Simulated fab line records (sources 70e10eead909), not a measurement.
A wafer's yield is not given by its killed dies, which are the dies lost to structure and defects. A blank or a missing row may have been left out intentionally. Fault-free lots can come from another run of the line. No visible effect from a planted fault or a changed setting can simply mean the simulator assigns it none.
Matching of chambers :: flow nand-harc :: 4 sister chambers for NHARC_A_SLIT_ETCH_29 on rie-diel-09
The step etches the open film in CF4/O2, target depth 100 nm, overetch 10 nm, time 55 s. 14 wafers are shown with their chamber, then 7 later ones without.

## WAFERS PAIRED WITH THEIR CHAMBERS
wafer: L076.2
chamber: 2
drypump-motor-current-A (A): 6.1
rf-fwd-power-W (W): 297.8
rf-vpp-V (V): 196.2

wafer: L076.3
chamber: 0
drypump-motor-current-A (A): 6.5
rf-fwd-power-W (W): 297.7
rf-vpp-V (V): 195.7

wafer: L076.4
chamber: 1
drypump-motor-current-A (A): 6.2
rf-fwd-power-W (W): 296.5
rf-vpp-V (V): 198.2

wafer: L080.2
chamber: 0
drypump-motor-current-A (A): 6.5
rf-fwd-power-W (W): 298.0
rf-vpp-V (V): 196.9

wafer: L080.4
chamber: 2
drypump-motor-current-A (A): 6.1
rf-fwd-power-W (W): 298.4
rf-vpp-V (V): 195.1

wafer: L080.5
chamber: 2
drypump-motor-current-A (A): 6.0
rf-fwd-power-W (W): 298.5
rf-vpp-V (V): 195.3

wafer: L087.1
chamber: 3
drypump-motor-current-A (A): 5.7
rf-fwd-power-W (W): 295.3
rf-vpp-V (V): 198.7

wafer: L087.3
chamber: 0
drypump-motor-current-A (A): 6.5
rf-fwd-power-W (W): 296.1
rf-vpp-V (V): 194.8

wafer: L087.5
chamber: 1
drypump-motor-current-A (A): 6.2
rf-fwd-power-W (W): 296.1
rf-vpp-V (V): 198.9

wafer: L088.1
chamber: 0
drypump-motor-current-A (A): 6.5
rf-fwd-power-W (W): 295.8
rf-vpp-V (V): 195.3

wafer: L088.4
chamber: 0
drypump-motor-current-A (A): 6.5
rf-fwd-power-W (W): 295.5
rf-vpp-V (V): 196.2

wafer: L088.5
chamber: 2
drypump-motor-current-A (A): 6.1
rf-fwd-power-W (W): 298.0
rf-vpp-V (V): 198.3

wafer: L089.3
chamber: 0
drypump-motor-current-A (A): 6.5
rf-fwd-power-W (W): 295.4
rf-vpp-V (V): 195.8

wafer: L089.4
chamber: 2
drypump-motor-current-A (A): 6.1
rf-fwd-power-W (W): 298.0
rf-vpp-V (V): 194.7

SIGNATURES (means of the wafers above)
reading: drypump-motor-current-A
chamber 0: 6.500
chamber 1: 6.200
chamber 2: 6.080
chamber 3: 5.700
scatter within a chamber: 0.0283

reading: rf-fwd-power-W
chamber 0: 296.417
chamber 1: 296.300
chamber 2: 298.140
chamber 3: 295.300
scatter within a chamber: 0.833

reading: rf-vpp-V
chamber 0: 195.783
chamber 1: 198.550
chamber 2: 195.920
chamber 3: 198.700
scatter within a chamber: 1.06
Rule: for each reading, subtract the chamber's mean from the wafer's reading, divide by that reading's scatter and square the result; add these up over the readings and take the root, which gives the wafer's distance from the chamber. If the next closest chamber is less than 2 further off than the closest, the wafer can't be placed; otherwise it belongs to the closest. The scatter is the square root of a quotient: the sum, over the shown wafers, of each reading's squared deviation from its chamber's mean, divided by wafers minus chambers.

## WAFERS WHOSE CHAMBER IS MISSING
wafer: L089.5
drypump-motor-current-A (A): 6.2
rf-fwd-power-W (W): 296.3
rf-vpp-V (V): 200.0

wafer: L090.1
drypump-motor-current-A (A): 6.2
rf-fwd-power-W (W): 295.9
rf-vpp-V (V): 199.4

wafer: L090.3
drypump-motor-current-A (A): 6.1
rf-fwd-power-W (W): 296.5
rf-vpp-V (V): 195.8

wafer: L090.5
drypump-motor-current-A (A): 6.1
rf-fwd-power-W (W): 297.0
rf-vpp-V (V): 196.7

wafer: L096.1
drypump-motor-current-A (A): 6.5
rf-fwd-power-W (W): 296.5
rf-vpp-V (V): 196.6

wafer: L096.2
drypump-motor-current-A (A): 5.7
rf-fwd-power-W (W): 295.5
rf-vpp-V (V): 198.9

wafer: L096.5
drypump-motor-current-A (A): 6.1
rf-fwd-power-W (W): 296.3
rf-vpp-V (V): 196.3

## WHICH CHAMBER EACH WENT THROUGH
wafer: L089.5
from the rows above: 1
in truth: 1

wafer: L090.1
from the rows above: 1
in truth: 1

wafer: L090.3
from the rows above: 2
in truth: 2

wafer: L090.5
from the rows above: 2
in truth: 2

wafer: L096.1
from the rows above: 0
in truth: 0

wafer: L096.2
from the rows above: 3
in truth: 3

wafer: L096.5
from the rows above: can't be placed: 2 or 1
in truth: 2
Correctly placed: 6 of 7. Can't be placed from these rows: 1 (the true chamber is among the candidates in 1). Wrongly placed: 0.
